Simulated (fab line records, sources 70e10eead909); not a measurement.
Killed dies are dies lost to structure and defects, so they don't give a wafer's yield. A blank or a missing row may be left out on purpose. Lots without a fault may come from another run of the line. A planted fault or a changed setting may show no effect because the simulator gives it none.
Chamber matching | flow nand_harc | NHARC_P_ZERO_WELL_ETCH_65 on rie_diel-04: 4 sister chambers
The step etches the open film in N2/H2, target depth 80 nm, overetch 24 nm, time 87.88 s. 22 wafers are shown with their chamber, then 11 later ones without.

WAFERS WITH THEIR CHAMBER
wafer  | chamber | drypump_motor_current_A (A) | showerhead_plenum_p_Torr (Torr) | rf_vpp_V (V)
L076.2 | 3       | 6.2                         | 1.98                            | 430
L076.3 | 0       | 5.7                         | 2.21                            | 435
L076.5 | 3       | 6.2                         | 1.98                            | 430
L079.1 | 1       | 5.4                         | 2.05                            | 430
L079.2 | 3       | 6.2                         | 1.97                            | 430
L079.4 | 2       | 5.6                         | 1.93                            | 428
L079.3 | 0       | 5.7                         | 2.21                            | 434
L079.5 | 0       | 5.7                         | 2.21                            | 435
L079.6 | 3       | 6.2                         | 1.97                            | 430
L080.1 | 2       | 5.6                         | 1.93                            | 428
L080.3 | 0       | 5.7                         | 2.21                            | 436
L080.6 | 3       | 6.2                         | 1.97                            | 429
L083.1 | 2       | 5.6                         | 1.92                            | 428
L083.3 | 0       | 5.7                         | 2.21                            | 433
L083.4 | 3       | 6.2                         | 1.97                            | 429
L083.2 | 1       | 5.5                         | 2.05                            | 431
L083.5 | 3       | 6.2                         | 1.97                            | 430
L083.6 | 0       | 5.7                         | 2.21                            | 434
L085.1 | 1       | 5.4                         | 2.04                            | 431
L085.5 | 1       | 5.4                         | 2.04                            | 431
L085.6 | 0       | 5.7                         | 2.20                            | 435
L087.2 | 3       | 6.2                         | 1.96                            | 427

SIGNATURES (means of the wafers above)
reading                  | chamber 0 | chamber 1 | chamber 2 | chamber 3 | scatter within a chamber
drypump_motor_current_A  | 5.700     | 5.425     | 5.600     | 6.200     | 0.0204
showerhead_plenum_p_Torr | 2.2086    | 2.0450    | 1.9267    | 1.9712    | 0.00548
rf_vpp_V                 | 434.57    | 430.75    | 428.00    | 429.38    | 0.893
Rule: a wafer's distance from a chamber is the root of the sum, over the readings, of the square of ((its reading less the chamber's mean) divided by the reading's scatter). The wafer belongs to the nearest chamber; if the next one is less than 2 further off, it can't be placed. The scatter: the root of (the sum of the squares of (reading less its chamber's mean) over the shown wafers, divided by (wafers less chambers)).

WAFERS WITHOUT THEIR CHAMBER
wafer  | drypump_motor_current_A (A) | showerhead_plenum_p_Torr (Torr) | rf_vpp_V (V)
L087.4 | 5.6                         | 1.92                            | 427
L087.5 | 5.6                         | 1.92                            | 427
L087.1 | 5.4                         | 2.04                            | 430
L087.3 | 5.7                         | 2.20                            | 436
L087.6 | 6.2                         | 1.97                            | 430
L091.3 | 6.2                         | 1.96                            | 429
L091.5 | 5.6                         | 1.92                            | 427
L091.6 | 5.4                         | 2.03                            | 430
L095.2 | 5.8                         | 2.19                            | 434
L095.3 | 5.5                         | 2.03                            | 431
L095.5 | 5.6                         | 1.91                            | 427

WHICH CHAMBER EACH WENT THROUGH
wafer  | from the rows above | in truth
L087.4 | 2                   | 2
L087.5 | 2                   | 2
L087.1 | 1                   | 1
L087.3 | 0                   | 0
L087.6 | 3                   | 3
L091.3 | 3                   | 3
L091.5 | 2                   | 2
L091.6 | 1                   | 1
L095.2 | 0                   | 0
L095.3 | 1                   | 1
L095.5 | 2                   | 2
Placed correctly: 11 of 11. Can't be placed from these rows: 0. Placed wrongly: 0.
